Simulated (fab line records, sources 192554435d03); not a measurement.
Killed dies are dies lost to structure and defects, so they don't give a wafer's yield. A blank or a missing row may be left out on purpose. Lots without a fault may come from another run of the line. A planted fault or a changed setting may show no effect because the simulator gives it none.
fab line records | flow n5_finfet
record lots=6 wafers=18 last_day=17
route steps=1938 shown BEOL_M1@814 BEOL_M4@1111 PASSIVATION@1936
lots that met no fault: from a run of the same line without faults
start_h: hours from the record's first day to the start of the lot's first wafer shown | wait_h: hours since the lot's step before | " the same as in the row above | L1.1+2: a row that stands for several wafers | - no value, or no start given | * or withheld: withheld | < > ~ a bound
route shown NAME@n: a module of which the file shows steps, and the number in the route of the first | usual: mean/standard deviation of fault-free wafers | same: alike in all rows | chamber/n: place in a boat | sites: the reading at each site | _std_site: their standard deviation | _edge_site: outer sites' mean less inner sites' | radius_mm: how far each site lies from the wafer's centre | mask NAME#n: copy n | behind: the tool/chamber that last shaped the wafer | hold: why the lot was held/for how many hours/how that ended | device: the transistor (n, p or np) that didn't switch | end of line: the same wafers' tests at the end of the route | a step without rows: its recipe alone | killed: dies lost to structure and defects at the first sort, not the wafer's yield | map: a wafer's dies, x killed, . not, _ none there
set.NAME: the setting as run; set.NAME@STEP: as run at that earlier step | model.NAME: the simulator's own value behind a step, which no gauge read
lots at some steps of the route; a table a step, a row a wafer
## steps
# step N5_BEOL_M1_SPUTTER_48
# recipe material=Cu target_thk_a=45 temp_c=-20 chamber_pressure_pa=0.07 power_w=withheld time_s=8.29
# usual chamber_pressure_pa=0.07/0.00014 chuck_gas_flow_sccm=1.26/0.055 susceptor_temp_C=-19.99/0.1 throttle_valve_pct=30.2/0.85
# columns lot.wafer tool chamber start_h wait_h chamber_pressure_pa chuck_gas_flow_sccm susceptor_temp_C throttle_valve_pct
L715.1 pvd_sputter-02 - 178.10 1.2 0.07003 1.29 -20.16 29.9
L715.2 " - " " 0.06988 1.16 -19.90 30.8
L715.4 " - " " 0.07033 1.22 -19.90 30.0
L717.1 pvd_sputter-01 - 183.22 0.3 0.06993 1.30 -19.89 29.0
L717.2 " - " " 0.06986 1.22 -20.05 30.6
L717.6 " - " " 0.06987 1.25 -19.94 29.5
L716.2 pvd_sputter-02 - 183.28 0.2 0.07024 1.29 -20.12 30.8
L716.3 " - " " 0.06999 1.20 -20.01 31.4
L716.6 " - " " 0.06992 1.27 -19.94 29.7
L724.1 pvd_sputter-01 - 233.75 0.1 0.06992 1.29 -20.01 28.8
L724.2 " - " " 0.07026 1.26 -19.93 30.7
L724.4 " - " " 0.07005 1.35 -20.03 29.5
L730.3 pvd_sputter-01 - 258.55 0.1 0.07003 1.24 -20.02 28.7
L730.4 " - " " 0.07006 1.33 -20.05 29.7
L730.6 " - " " 0.06994 1.21 -19.96 28.7
L729.2 pvd_sputter-02 - 259.83 0.1 0.06983 1.26 -20.16 30.0
L729.3 " - " " 0.06998 1.28 -19.83 31.5
L729.6 " - " " 0.07002 1.30 -20.11 31.6
# step N5_BEOL_M1_ANNEAL_49
# recipe temp_c=400 time_s=240 ambient=vacuum
# step N5_BEOL_M1_SPUTTER_79
# recipe material=Cu target_thk_a=45 temp_c=-20 chamber_pressure_pa=0.07 power_w=withheld time_s=8.29
# step N5_BEOL_M1_ANNEAL_80
# recipe temp_c=400 time_s=240 ambient=vacuum
# step N5_BEOL_M1_SPUTTER_81
# recipe material=Cu target_thk_a=45 temp_c=-20 chamber_pressure_pa=0.07 power_w=withheld time_s=8.29
# step N5_BEOL_M1_ANNEAL_82
# recipe temp_c=400 time_s=240 ambient=vacuum
# usual heater_power_w=820/58 susceptor_temp_C=399.99/0.22
# columns lot.wafer tool chamber start_h wait_h heater_power_w susceptor_temp_C
L715.1 pvd_sputter-02 - 178.62 0.0 849 400.44
L715.2 " - " " 859 399.92
L715.4 " - " " 664 399.89
L717.1 pvd_sputter-01 - 183.74 0.0 854 399.88
L717.2 " - " " 916 400.02
L717.6 " - " " 797 400.14
L716.2 pvd_sputter-02 - 183.80 0.0 855 399.78
L716.3 " - " " 854 399.80
L716.6 " - " " 849 399.92
L724.1 pvd_sputter-01 - 234.27 0.0 863 400.11
L724.2 " - " " 925 400.30
L724.4 " - " " 829 399.72
L730.3 pvd_sputter-01 - 259.07 0.0 859 399.74
L730.4 " - " " 856 400.27
L730.6 " - " " 882 399.91
L729.2 pvd_sputter-02 - 260.35 0.0 850 399.97
L729.3 " - " " 869 400.20
L729.6 " - " " 843 400.55
# step N5_BEOL_M1_SPUTTER_86
# recipe material=Cu target_thk_a=45 temp_c=-20 chamber_pressure_pa=0.07 power_w=withheld time_s=8.29
# usual chamber_pressure_pa=0.07/0.00012 chuck_gas_flow_sccm=1.25/0.052 susceptor_temp_C=-20.01/0.1 throttle_valve_pct=30.2/0.89
# columns lot.wafer tool chamber start_h wait_h chamber_pressure_pa chuck_gas_flow_sccm susceptor_temp_C throttle_valve_pct
L715.1 pvd_sputter-02 - 178.76 0.1 0.06987 1.27 -19.97 29.9
L715.2 " - " " 0.07 1.28 -19.86 30.7
L715.4 " - " " 0.07033 1.30 -19.92 29.9
L717.1 pvd_sputter-01 - 183.88 0.1 0.06979 1.29 -19.81 28.4
L717.2 " - " " 0.07016 1.23 -19.95 30.4
L717.6 " - " " 0.07016 1.28 -20.17 29.8
L716.2 pvd_sputter-02 - 183.94 0.1 0.06995 1.20 -19.98 31.0
L716.3 " - " " 0.07001 1.18 -20.01 31.4
L716.6 " - " " 0.07028 1.31 -19.91 29.7
L724.1 pvd_sputter-01 - 234.41 0.1 0.06996 1.27 -19.98 29.1
L724.2 " - " " 0.07003 1.34 -20.03 30.4
L724.4 " - " " 0.06998 1.27 -19.94 29.7
L730.3 pvd_sputter-01 - 259.21 0.1 0.07001 1.30 -20.16 28.5
L730.4 " - " " 0.07006 1.18 -20.21 29.7
L730.6 " - " " 0.06985 1.35 -19.93 28.9
L729.2 pvd_sputter-02 - 260.49 0.1 0.07007 1.26 -19.94 29.8
L729.3 " - " " 0.07013 1.32 -19.97 31.5
L729.6 " - " " 0.07002 1.31 -20.03 31.5
# step N5_BEOL_M1_ANNEAL_87
# recipe temp_c=400 time_s=240 ambient=vacuum
# step N5_BEOL_M1_SPUTTER_88
# recipe material=Cu target_thk_a=45 temp_c=-20 chamber_pressure_pa=0.07 power_w=withheld time_s=8.29
# step N5_BEOL_M1_ANNEAL_89
# recipe temp_c=400 time_s=240 ambient=vacuum
# usual heater_power_w=822/58 susceptor_temp_C=399.99/0.23
# columns lot.wafer tool chamber start_h wait_h heater_power_w susceptor_temp_C
L715.1 pvd_sputter-02 - 179.06 0.0 849 399.64
L715.2 " - " " 886 400.24
L715.4 " - " " 700 400.14
L717.1 pvd_sputter-01 - 184.18 0.0 850 400.05
L717.2 " - " " 909 399.81
L717.6 " - " " 849 399.83
L716.2 pvd_sputter-02 - 184.24 0.0 878 399.66
L716.3 " - " " 843 399.84
L716.6 " - " " 831 400.19
L724.1 pvd_sputter-01 - 234.71 0.0 844 399.61
L724.2 " - " " 915 400.08
L724.4 " - " " 839 400.13
L730.3 pvd_sputter-01 - 259.51 0.0 858 399.93
L730.4 " - " " 841 399.77
L730.6 " - " " 855 399.91
L729.2 pvd_sputter-02 - 260.79 0.0 855 399.99
L729.3 " - " " 837 399.85
L729.6 " - " " 842 399.91
# step N5_BEOL_M1_SPUTTER_90
# recipe material=Cu target_thk_a=45 temp_c=-20 chamber_pressure_pa=0.07 power_w=withheld time_s=8.29
# usual chamber_pressure_pa=0.07/0.00014 chuck_gas_flow_sccm=1.26/0.049 susceptor_temp_C=-20.01/0.1 throttle_valve_pct=30.3/0.89
# columns lot.wafer tool chamber start_h wait_h chamber_pressure_pa chuck_gas_flow_sccm susceptor_temp_C throttle_valve_pct
L715.1 pvd_sputter-02 - 179.20 0.1 0.07001 1.27 -20.05 30.3
L715.2 " - " " 0.07018 1.28 -19.86 30.7
L715.4 " - " " 0.0699 1.32 -20.13 30.1
L717.1 pvd_sputter-01 - 184.32 0.1 0.07006 1.31 -19.95 28.9
L717.2 " - " " 0.07031 1.27 -19.92 30.7
L717.6 " - " " 0.06983 1.28 -20.05 29.5
L716.2 pvd_sputter-02 - 184.38 0.1 0.07009 1.28 -19.95 30.8
L716.3 " - " " 0.0698 1.27 -20.15 31.5
L716.6 " - " " 0.07 1.23 -20.01 29.7
L724.1 pvd_sputter-01 - 234.85 0.1 0.06997 1.28 -20.20 28.6
L724.2 " - " " 0.06991 1.23 -20.00 30.6
L724.4 " - " " 0.07018 1.20 -20.05 29.5
L730.3 pvd_sputter-01 - 259.65 0.1 0.06988 1.25 -20.02 28.7
L730.4 " - " " 0.06998 1.22 -20.00 29.8
L730.6 " - " " 0.06972 1.25 -19.97 28.8
L729.2 pvd_sputter-02 - 260.93 0.1 0.06982 1.23 -19.84 29.9
L729.3 " - " " 0.07008 1.32 -19.95 31.6
L729.6 " - " " 0.06986 1.28 -19.97 31.7
# step N5_BEOL_M1_ANNEAL_91
# recipe temp_c=400 time_s=240 ambient=vacuum
# step N5_BEOL_M1_SPUTTER_92
# recipe material=Cu target_thk_a=45 temp_c=-20 chamber_pressure_pa=0.07 power_w=withheld time_s=8.29
# usual chamber_pressure_pa=0.07/0.00014 chuck_gas_flow_sccm=1.25/0.056 susceptor_temp_C=-19.97/0.096 throttle_valve_pct=30.2/0.87
# columns lot.wafer tool chamber start_h wait_h chamber_pressure_pa chuck_gas_flow_sccm susceptor_temp_C throttle_valve_pct
L715.1 pvd_sputter-02 - 179.42 0.1 0.07005 1.28 -19.90 30.2
L715.2 " - " " 0.07002 1.26 -19.94 30.5
L715.4 " - " " 0.06982 1.26 -19.93 29.8
L717.1 pvd_sputter-01 - 184.54 0.1 - - - -
L717.2 " - " " - - - -
L717.6 " - " " - - - -
L716.2 pvd_sputter-02 - 184.60 0.1 - - - -
L716.3 " - " " - - - -
L716.6 " - " " - - - -
L724.1 pvd_sputter-01 - 235.07 0.1 0.07002 1.27 -20.09 28.7
L724.2 " - " " 0.06998 1.26 -20.00 30.9
L724.4 " - " " 0.06976 1.10 -19.90 30.0
L730.3 pvd_sputter-01 - 259.87 0.1 0.0701 1.31 -19.96 28.6
L730.4 " - " " 0.07019 1.22 -19.79 29.7
L730.6 " - " " 0.06987 1.20 -19.90 28.9
L729.2 pvd_sputter-02 - 261.15 0.1 0.07002 1.24 -20.02 29.8
L729.3 " - " " 0.06992 1.27 -19.86 31.4
L729.6 " - " " 0.06989 1.30 -19.90 31.5
# step N5_BEOL_M1_ANNEAL_93
# recipe temp_c=400 time_s=240 ambient=vacuum
# step N5_BEOL_M4_RC_MEAS_101
# usual DIBL_N=36.2/1.4 DIBL_P=36.1/1.5 IOFF_N=0.153/0.02 IOFF_P=0.215/0.03 ION_N=672/8.6 ION_P=463/6.8 SS_N=71.5/0.47 SS_P=73.3/0.57 VT_N=250.6/2.4 VT_P=-249/3.2
# columns lot.wafer tool chamber start_h wait_h DIBL_N[mV/V] DIBL_P[mV/V] IOFF_N[nA/um] IOFF_P[nA/um] ION_N[uA/um] ION_P[uA/um] SS_N[mV/dec] SS_P[mV/dec] VT_N[mV] VT_P[mV]
L715.1 prober-02 0 213.76 0.0 36.9 36.5 0.169 0.233 683 473 71.5 73.9 249.7 -247
L715.2 " 0 " " 36.8 35.8 0.157 0.229 666 466 72.0 74.0 251.3 -249
L715.4 " 0 " " 35.2 34.2 0.136 0.213 680 472 72.2 72.8 249.7 -249
L717.1 prober-01 0 213.90 0.0 34.0 35.7 0.135 0.185 673 467 70.6 72.6 253.5 -251
L717.2 " 0 " " 35.7 37.8 0.163 0.208 684 470 71.5 72.9 248.4 -250
L717.6 " 0 " " 33.8 34.9 0.125 0.161 675 460 70.6 72.4 252.9 -252
L716.2 prober-02 0 219.82 0.2 35.8 36.5 0.136 0.194 660 450 71.9 73.3 252.8 -254
L716.3 " 0 " " 35.6 37.2 0.150 0.212 675 469 71.8 73.2 250.4 -251
L716.6 " 0 " " 36.1 37.8 0.153 0.216 671 468 71.8 73.2 253.2 -250
L724.1 prober-02 0 269.62 0.7 34.7 33.6 0.133 0.169 666 454 71.0 72.4 250.2 -254
L724.2 " 0 " " 35.1 34.5 0.145 0.176 669 461 71.3 73.2 250.1 -254
L724.4 " 0 " " 36.0 34.8 0.147 0.177 677 458 71.6 72.7 250.4 -251
L730.3 prober-02 0 296.38 0.3 34.8 34.6 0.134 0.198 654 459 71.3 73.3 251.4 -253
L730.4 " 0 " " 34.8 34.2 0.133 0.192 668 460 70.8 73.5 252.2 -250
L730.6 " 0 " " 34.9 34.3 0.140 0.189 670 464 71.2 73.7 251.2 -252
L729.2 prober-02 0 297.27 0.2 36.8 36.1 0.164 0.239 677 469 71.0 73.4 250.0 -250
L729.3 " 0 " " 37.4 37.5 0.182 0.253 680 470 71.2 73.8 247.1 -246
L729.6 " 0 " " 37.6 37.7 0.180 0.263 677 468 71.3 74.3 247.9 -248
# step N5_PASSIVATION_PROBE_49
# usual defect_limited_yield=91.3/1.3 killed_at_M0_to_M3=35/13 killed_at_M4_up=13/5.2 killed_at_contacts=12/6.2 killed_at_front_end=39/9.6 killed_at_other=3.1/2.6 killed_dies=102/16 killed_open=68/13 killed_short=33/6.9 sort_bin_5_function=5.1/0.87 sort_bin_6_memory=3.3/0.67 sort_n_pass=1078/16 sort_yield_pct=91.3/1.3
# same gross_dies=1180 killed_at_back_side=0 sort_bin_4_leakage[%]=0 sort_bin_8_speed[%]=0
# columns lot.wafer tool chamber start_h wait_h defect_limited_yield[%] killed_at_M0_to_M3 killed_at_M4_up killed_at_contacts killed_at_front_end killed_at_other killed_dies killed_open killed_short sort_bin_5_function[%] sort_bin_6_memory[%] sort_n_pass sort_yield_pct[%]
L715.1 prober-01 - 315.28 0.0 92.9 26 8 3 39 8 84 59 25 4.3 2.4 1096 92.9
L715.2 prober-01 - 315.33 0.1 91.4 51 11 13 25 1 101 71 29 5.6 2.7 1079 91.4
L715.4 prober-01 - 315.43 0.2 92.1 36 8 6 36 7 93 55 34 4.4 2.8 1087 92.1
L724.1 prober-01 - 373.32 0.0 92.7 22 8 18 35 3 86 65 19 4.3 2.8 1094 92.7
L724.2 prober-01 - 373.37 0.1 91.0 26 17 15 38 10 106 67 39 4.6 4.2 1074 91.0
L724.4 prober-01 - 373.47 0.2 91.6 25 12 25 37 0 99 70 29 4.7 3.4 1081 91.6
L729.2 prober-01 - 396.22 0.1 92.3 34 12 7 35 3 91 52 34 4.1 3.2 1089 92.3
L729.3 prober-01 - 396.27 0.1 90.3 29 17 13 54 2 115 74 41 6.3 3.1 1065 90.3
L729.6 prober-01 - 396.42 0.3 92.3 31 10 5 42 3 91 64 27 4.2 3.5 1089 92.3
L730.3 prober-02 - 396.59 0.1 88.3 75 8 5 46 4 138 85 52 6.5 4.7 1042 88.3
L730.4 prober-02 - 396.64 0.2 91.3 27 15 9 46 6 103 68 32 5.6 2.9 1077 91.3
L730.6 prober-02 - 396.74 0.3 89.9 47 18 6 46 2 119 77 39 5.9 4.0 1061 89.9
# killed by level:class
L715.1 BEOL_M2:geometric_particle:open=12 FIN_SAQP:geometric_particle:open=6 DUMMY_GATE:geometric_particle:open=6 BEOL_M4:geometric_particle:open=6 FIN_SAQP:geometric_particle:short=5 STI_FIN_REVEAL:geometric_particle:open=5 BEOL_M0_SAQP:geometric_particle:open=5 GATE_CUT:geometric_particle:short=4
L715.2 BEOL_M3:geometric_particle:open=13 MOL_CONTACT_COAG:geometric_particle:open=12 BEOL_M0_SAQP:geometric_particle:open=12 BEOL_M0_SAQP:geometric_particle:short=6 BEOL_M2:geometric_particle:open=6 FIN_SAQP:geometric_particle:open=5 BEOL_M3:geometric_particle:short=5 BEOL_M4:geometric_particle:open=5
L715.4 BEOL_M0_SAQP:geometric_particle:short=11 FIN_SAQP:geometric_particle:short=10 BEOL_M3:geometric_particle:open=8 FIN_SAQP:geometric_particle:open=7 MOL_CONTACT_COAG:geometric_particle:open=6 BEOL_M2:geometric_particle:open=5 BEOL_M0_SAQP:geometric_particle:open=5 BEOL_M4:geometric_particle:open=5
L724.1 MOL_CONTACT_COAG:geometric_particle:open=16 DUMMY_GATE:geometric_particle:open=12 STI_FIN_REVEAL:geometric_particle:open=6 BEOL_M2:geometric_particle:open=6 FIN_SAQP:geometric_particle:open=3 DUMMY_GATE:geometric_particle:short=3 GATE_CUT:geometric_particle:open=3 GATE_CUT:geometric_particle:short=3
L724.2 MOL_CONTACT_COAG:geometric_particle:open=12 BEOL_M2:geometric_particle:open=8 FIN_SAQP:geometric_particle:short=7 STI_FIN_REVEAL:geometric_particle:open=7 FIN_SAQP:geometric_particle:open=6 DUMMY_GATE:geometric_particle:open=6 BEOL_M0_SAQP:geometric_particle:short=5 BEOL_M1:geometric_particle:open=4
L724.4 MOL_CONTACT_COAG:geometric_particle:open=22 FIN_SAQP:geometric_particle:open=9 DUMMY_GATE:geometric_particle:open=9 FIN_SAQP:geometric_particle:short=7 BEOL_M2:geometric_particle:open=5 BEOL_M4:geometric_particle:open=5 BEOL_M0_SAQP:geometric_particle:open=4 BEOL_M6:geometric_particle:open=4
L729.2 BEOL_M0_SAQP:geometric_particle:open=9 FIN_SAQP:geometric_particle:open=8 GATE_CUT:geometric_particle:short=8 BEOL_M0_SAQP:geometric_particle:short=8 FIN_SAQP:geometric_particle:short=7 BEOL_M2:geometric_particle:open=7 BEOL_M4:geometric_particle:open=5 GATE_CUT:geometric_particle:open=4
L729.3 FIN_SAQP:geometric_particle:open=20 FIN_SAQP:geometric_particle:short=11 BEOL_M0_SAQP:geometric_particle:short=11 MOL_CONTACT_COAG:geometric_particle:open=10 BEOL_M3:geometric_particle:open=6 STI_FIN_REVEAL:geometric_particle:open=5 BEOL_M2:geometric_particle:open=5 BEOL_M8:geometric_particle:open=5
L729.6 FIN_SAQP:geometric_particle:open=16 BEOL_M0_SAQP:geometric_particle:open=10 FIN_SAQP:geometric_particle:short=7 BEOL_M0_SAQP:geometric_particle:short=6 MOL_CONTACT_COAG:geometric_particle:open=5 BEOL_M0:geometric_particle:open=5 BEOL_M2:geometric_particle:open=5 STI_FIN_REVEAL:geometric_particle:open=4
L730.3 BEOL_M0_SAQP:geometric_particle:open=27 BEOL_M0_SAQP:geometric_particle:short=27 FIN_SAQP:geometric_particle:open=18 FIN_SAQP:geometric_particle:short=10 BEOL_M3:geometric_particle:open=8 STI_FIN_REVEAL:geometric_particle:open=4 GATE_CUT:geometric_particle:short=4 MOL_CONTACT_COAG:geometric_particle:open=4
L730.4 GATE_CUT:geometric_particle:open=10 STI_FIN_REVEAL:geometric_particle:open=8 BEOL_M2:geometric_particle:open=8 BEOL_M0_SAQP:geometric_particle:open=6 STARTING-WAFER:geometric_particle:open=6 DUMMY_GATE:geometric_particle:open=5 GATE_CUT:geometric_particle:short=5 MOL_CONTACT_COAG:geometric_particle:open=5
L730.6 BEOL_M0_SAQP:geometric_particle:open=17 BEOL_M0_SAQP:geometric_particle:short=12 FIN_SAQP:geometric_particle:open=11 FIN_SAQP:geometric_particle:short=10 BEOL_M3:geometric_particle:open=8 GATE_CUT:geometric_particle:open=6 BEOL_M4:geometric_particle:open=6 STI_FIN_REVEAL:geometric_particle:open=5
## key
first_sign step=N5_BEOL_M1_SPUTTER_92 reading=tool_record direction=missing
effect none on later readings
met_at N5_BEOL_M1_SPUTTER_92
struck_wafers L716.2,L716.3,L716.6,L717.1,L717.2,L717.6
rows_end L716.2,L716.3,L716.6,L717.1,L717.2,L717.6
onset_between 179.42 184.54
fault kind=skipped_step_whole tool=pvd_sputter-01,pvd_sputter-02 chamber=- onset_h=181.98 steps=N5_BEOL_M1_SPUTTER_92 scope=struck_lots_only
# rows_end: these wafers met a further fault down the route, and their rows from its step on are left out
